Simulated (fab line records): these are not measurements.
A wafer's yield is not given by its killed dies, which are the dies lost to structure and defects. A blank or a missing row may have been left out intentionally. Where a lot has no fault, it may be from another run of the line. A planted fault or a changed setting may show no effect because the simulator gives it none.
A single fault, viewed from 2 desks -- flow n5Finfet -- numbers are kept per desk, each desk with only its own; the story behind them comes last

THE METROLOGY DESK
What the gauges read, lot by lot, whatever tool the lot ran on: means of the sampled wafers that have a number. Marked OUT: a lot whose mean sits more than 4 standard deviations from the usual mean, which makes it out of limits; the brackets give that distance. Shown here are 7 of its 10 readings, the ones lying furthest out on some lot.
Columns: A = DIBL_P at N5_BEOL_M4_RC_MEAS_101, usual 35.3 mV/V; B = IOFF_P at N5_BEOL_M4_RC_MEAS_101, usual 0.194 nA/um; C = ION_N at N5_BEOL_M4_RC_MEAS_101, usual 667 uA/um; D = ION_P at N5_BEOL_M4_RC_MEAS_101, usual 456 uA/um; E = SS_P at N5_BEOL_M4_RC_MEAS_101, usual 73.1 mV/dec; F = VT_N at N5_BEOL_M4_RC_MEAS_101, usual 251 mV; G = VT_P at N5_BEOL_M4_RC_MEAS_101, usual -252 mV
lot,first seen here,A,B,C,D,E,F,G
L611,day 11 02:20,36.3,0.199,664,453,73.4,248,-252
L626,day 14 01:17,34.3,0.191,650,449,73.0,251,-251
L625,day 14 01:43,36.6,0.213,674,465,73.5,250,-249
L630,day 15 03:02,33.5,0.162,658,446,72.6,251,-255
This desk found nothing out of limits on any of the 4 lots.

TOOL OWNER'S DESK, rieSi-01
The tool's own readings at N5_FIN_SAQP_ETCH_64 (etches SiO2 in CF4, target depth 1.5 nm): means of the sampled wafers that have a number, for each lot that ran on this tool. Marked OUT: a lot whose mean sits more than 4 standard deviations from the usual mean, which makes it out of limits; the brackets give that distance.
Columns: A = biasW at N5_FIN_SAQP_ETCH_64, usual 400.0 W; B = drypumpMotorCurrentA at N5_FIN_SAQP_ETCH_64, usual 5.8 A; C = oesProductAu at N5_FIN_SAQP_ETCH_64, usual 0.999 a.u.; D = throttleValvePct at N5_FIN_SAQP_ETCH_64, usual 21.74 %
lot,first seen here,A,B,C,D
L611,day 2 08:52,399.7,6.0,0.995,21.80
L625,day 5 20:23,399.7,5.5,1.097 (+4.1) OUT,21.46
L626,day 6 04:38,399.2,5.8,1.116 (+4.9) OUT,21.71
This desk's finding: out of limits on L625, L626; first on L625, day 5 20:23 (oesProductAu at N5_FIN_SAQP_ETCH_64). L611 stayed within limits.

ALL TOGETHER
At day 5 20:23, on L625, L626, the tool owner's desk was in a position to raise an alarm.
From the metrology desk's view, nothing was out of limits.
The metrology desk has L625, L626 on record, within its limits.
All the named lots went through N5_FIN_SAQP_ETCH_64 on rieSi-01.

WHAT WAS PUT IN BY THE SIMULATOR
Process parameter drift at N5_FIN_SAQP_ETCH_64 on rieSi-01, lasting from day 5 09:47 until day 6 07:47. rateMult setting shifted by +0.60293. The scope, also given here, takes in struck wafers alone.
Shown lots that were struck: L625, L626.
How many hours passed from the start of the fault until each desk's first out-of-limits reading: the tool owner's desk, 11.
